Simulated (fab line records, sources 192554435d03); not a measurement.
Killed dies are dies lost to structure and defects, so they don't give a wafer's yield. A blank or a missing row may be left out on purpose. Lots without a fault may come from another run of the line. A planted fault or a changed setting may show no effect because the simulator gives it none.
A struck lot beside a sound one | flow n5_finfet | 36 steps out of a route of 1938
Sound: wafers L237.1, L237.2, L237.6. Struck: wafer L255.4. (L255.1, L255.6 of the same lot were not struck and are left out.) The cause comes at the end.
At each step with rows: each side's tool, then ch and its chambers, then its first start. Under that, the readings that differ: sound wafers | struck wafers | difference of the means | sigmas: that difference in standard deviations of wafers without a fault.
alike: readings whose means differ by less than 2 such deviations, and words and numbers that are the same on both sides. not compared: withheld readings, readings that some wafer has no value for, bounds like >300 that may hide the same value, and numbers for which the record gives no deviation and whose values overlap.
The two part at a step that has a row with sigmas, a row that says differs or no value, or rows on one side only. Numbers that don't overlap but have no deviation are shown without sigmas and don't part them. A reading that every wafer of one side lacks parts them only if that side has two wafers or more.

first, 10 steps without rows for these wafers: N5_BEOL_M8_ILD_DEP_00 (deposits SiCOH lowk from DEMS/porogen, target thk 179.75 nm, time 33.4 s); N5_BEOL_M8_CURE_74 (cures SiCOH lowk, time 240 s); N5_BEOL_M8_PECVD_70 (deposits SiO2 from TEOS/O2, target thk 20 nm, time 22.7 s); N5_BEOL_M8_HM_DEP_02 (deposits TiN, target thk 20 nm); N5_BEOL_M8_COAT_59 (time 60 s, resist thk 100 nm); N5_BEOL_M8_COAT_60 (time 60 s, resist thk 35 nm); N5_BEOL_M8_COAT_05 (resist thk 90 nm); N5_BEOL_M8_EBR_07; N5_BEOL_M8_SOFTBAKE_06 (time 60 s); N5_BEOL_M8_EXPOSE_08 (exposes mask M8).
N5_BEOL_M8_PEB_09: peb time 60 s.
  sound on litho_track-02 ch 0, day 9 07:11; struck on litho_track-02 ch 0, day 13 22:34
then, 1 step without rows for these wafers: N5_BEOL_M8_DEVELOP_10 (develop time 30 s).
N5_BEOL_M8_CD_MEAS_11: target cd 38.5 nm.
  sound on cd_sem-03 ch 0, day 9 07:15; struck on cd_sem-02 ch 0, day 13 22:38
  reading    | sound          | struck | difference | sigmas
  cd_nm (nm) | 38.3 38.4 37.8 | 33.7   | -4.5       | -12
then, 1 step without rows for these wafers: N5_BEOL_M8_DESCUM_16 (chemistry O2, time 7.9 s).
N5_BEOL_M8_ETCH_61: etches SiARC in CF4, target depth 45.5 nm, time 75.8 s.
  sound on rie_diel-06 ch 1,2,3, day 9 07:22; struck on rie_diel-06 ch 0, day 13 22:46
  reading                         | sound         | struck | difference | sigmas
  model.BEOL_M8.cd_offset_nm (nm) | -0.4 0.2 -0.4 | -4.8   | -4.6       |
  alike: chamber_pressure_mTorr, drypump_motor_current_A, etch_rf_on_time_s, oes_product_au, rf_vpp_V, showerhead_plenum_p_Torr, throttle_valve_pct
  not compared: rf_hours_counter_h
then, 3 steps without rows for these wafers: N5_BEOL_M8_ETCH_62 (etches SOC in N2/H2, target depth 110 nm, overetch 22 nm, time 165 s); N5_BEOL_M8_STRIP_68 (strips in N2/H2); N5_BEOL_M8_STRIP_67 (strips in CF4).
N5_BEOL_M8_HM_OPEN_17: chemistry Cl2/BCl3, target TiN, target depth 20 nm, overetch 6 nm.
  sound on rie_metal-01 ch 0,1, day 9 07:37; struck on rie_metal-01 ch 0, day 13 23:01
  reading                         | sound         | struck | difference | sigmas
  model.BEOL_M8.cd_offset_nm (nm) | -0.8 0.2 -0.6 | -5     | -5         |
  alike: chamber_pressure_mTorr, drypump_motor_current_A, oes_product_au, throttle_valve_pct
  not compared: rf_hours_counter_h
then, 1 step without rows for these wafers: N5_BEOL_M8_STRIP_19 (strips in O2).
N5_BEOL_M8_CD_MEAS_18: pitch 80 nm, target cd 40 nm.
  sound on cd_sem-03, day 9 07:48; struck on cd_sem-02, day 13 23:17
  reading    | sound          | struck | difference | sigmas
  cd_nm (nm) | 39.5 40.6 39.7 | 35.0   | -4.9       | -11
then, 14 steps without rows for these wafers: N5_BEOL_M8_COAT_63 (time 60 s, resist thk 60 nm); N5_BEOL_M8_COAT_64 (time 60 s, resist thk 12 nm); N5_BEOL_M8_COAT_71 (time 60 s, resist thk 5 nm); N5_BEOL_M8_COAT_22 (resist thk 30 nm); N5_BEOL_M8_EBR_24; N5_BEOL_M8_SOFTBAKE_23 (time 60 s); N5_BEOL_M8_EXPOSE_25 (exposes mask V7, target cd 40 nm); N5_BEOL_M8_PEB_26 (peb time 60 s); N5_BEOL_M8_DEVELOP_27 (develop time 30 s); N5_BEOL_M8_DESCUM_33 (chemistry O2, time 7 s); N5_BEOL_M8_ETCH_72 (etches underlayer in N2/H2, target depth 6.5 nm, time 5.2 s); N5_BEOL_M8_ETCH_65 (etches SiARC in CF4, target depth 15.6 nm, time 26 s); N5_BEOL_M8_ETCH_66 (etches SOC in N2/H2, target depth 80 nm, overetch 16 nm, time 120 s); N5_BEOL_M8_STRIP_69 (strips in N2/H2).
-- the record jumps here: 2 days lie between the struck wafers' starts before and after (it left off in module BEOL_M8 and takes up again in module BEOL_M15, whose first step shown is number 1830 of the route) --
N5_BEOL_M15_RC_MEAS_101:
  sound on prober-02 ch 0, day 11 19:48; struck on prober-02 ch 0, day 16 09:59
  reading                   | sound          | struck | difference | sigmas
  SERP_M8 (ohm/um)          | 14.0 13.4 13.5 | 16.9   | +3.3       | +7
  SERP_M8_max_site (ohm/um) | 14.4 14.0 14.1 | 17.7   | +3.5       | +6
  alike: COMB_M10, COMB_M11, COMB_M11_max_site, COMB_M12, COMB_M13, COMB_M13_max_site, COMB_M14, COMB_M15, COMB_M5, COMB_M6, COMB_M7, COMB_M8, COMB_M9, SERP_M10, SERP_M11, SERP_M12, SERP_M13, SERP_M14, SERP_M14_max_site, SERP_M5, SERP_M6, SERP_M7, SERP_M9

WHERE THEY PART
First at N5_BEOL_M8_CD_MEAS_11; last, within this record, at N5_BEOL_M15_RC_MEAS_101.

WHY: what the simulator had put in
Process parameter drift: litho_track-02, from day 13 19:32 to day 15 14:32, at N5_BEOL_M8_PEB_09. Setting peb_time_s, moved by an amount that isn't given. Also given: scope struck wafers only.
